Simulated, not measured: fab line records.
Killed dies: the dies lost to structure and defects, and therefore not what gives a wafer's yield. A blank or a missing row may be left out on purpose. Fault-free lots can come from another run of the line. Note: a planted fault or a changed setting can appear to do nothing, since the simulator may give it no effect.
Problem report in the 8D (eight disciplines) form, filled by code    flow n5-finfet    the parts of the form that need people (team, actions taken, sign-off) are left out

## 1. PROBLEM STATEMENT
Mean of susceptor-temp-C at N5_BEOL_M12_ILD_DEP_00: 353.96 C across 3 wafers in 2 lots; on wafers with no fault it is 350.00 C (standard deviation 0.19). Measured from the usual mean, that is +21 standard deviations.
The step: deposits SiOC from DEMS/O2, target thk 658.92 nm, time 130.7 s.
First seen on wafer L383.2, day 13 21:40, on pecvd-02. At this step, 34 wafers from 12 lots have a number in the record. Rule for "out" (also "out of limits"): further than 4 standard deviations from the usual mean. The rest of the wafers with a number are treated as sound.

## 2. WHAT IT IS, WHAT IT ISN'T
question                     is                      is not
which readings at this step  susceptor-temp-C        chamber-pressure-Torr, heater-power-w, showerhead-plenum-p-Torr, throttle-valve-pct
which lots                   L383, L385              L374, L375, L377, L378, L379, L380, L384, L387, L395, L396
which wafers of those lots   L383.2, L383.4, L385.3  L383.1, L385.4, L385.5
read on which tools          pecvd-02                pecvd-03
when                         from day 13 21:40       up to then (22 sound wafers); but 9 sound wafers of L385, L387, L395, L396 came after

## 3. WHAT RULES OUT EACH SUSPECT
Counting: a tool at a process step up to the reading stays a suspect if it ran every lot that is out. Sound lots after the first of them don't rule it out here, since some wafers of a struck lot are sound.
- pecvd-02 at N5_BEOL_M12_ILD_DEP_00 (deposits SiOC from DEMS/O2, target thk 658.92 nm, time 130.7 s): kept. It processed each lot that is out (first: L383, day 13 21:40); up to then, its last sound lot is L384 (day 13 06:57). Its own readings are out on those wafers: susceptor-temp-C.
- In pecvd-02 at N5_BEOL_M12_ILD_DEP_00, the wafers that are out were processed in chamber 0 and their sound lot-mates in chambers 1, 2.
After counting, what remains is pecvd-02 at N5_BEOL_M12_ILD_DEP_00.

## 4. THE CAUSE (what the simulator had put in)
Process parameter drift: pecvd-02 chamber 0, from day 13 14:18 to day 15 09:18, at N5_BEOL_M12_ILD_DEP_00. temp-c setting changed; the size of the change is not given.
This tool alone remained once counting was done.

## 5. THE EFFECT CHAIN, in route order
Each row: a reading whose mean over the struck wafers that have a number lies more than 3 standard deviations from the usual. Scope: only readings with a usual standard deviation given in the record; hours: median across lots of the time from each lot's start at the first step in this table that gives one to its start at this step; sigmas: change in usual standard deviations.
hours  step                    reading           usual     on struck wafers  change  sigmas
0      N5_BEOL_M12_ILD_DEP_00  susceptor-temp-C  350.00 C  353.96            +3.96   +21
Process steps it contains:
- N5_BEOL_M12_ILD_DEP_00: deposits SiOC from DEMS/O2, target thk 658.92 nm, time 130.7 s.
Later steps that measure or inspect, where all struck wafers having a row at the step show a number for every such reading and not one has moved that far: N5_BEOL_M12_THK_MEAS_01.

## 6. HOW IT WOULD HAVE BEEN CAUGHT EARLIER
In this record the first reading out of limits was taken at day 13 21:40, 7 hours after the fault began at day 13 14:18.
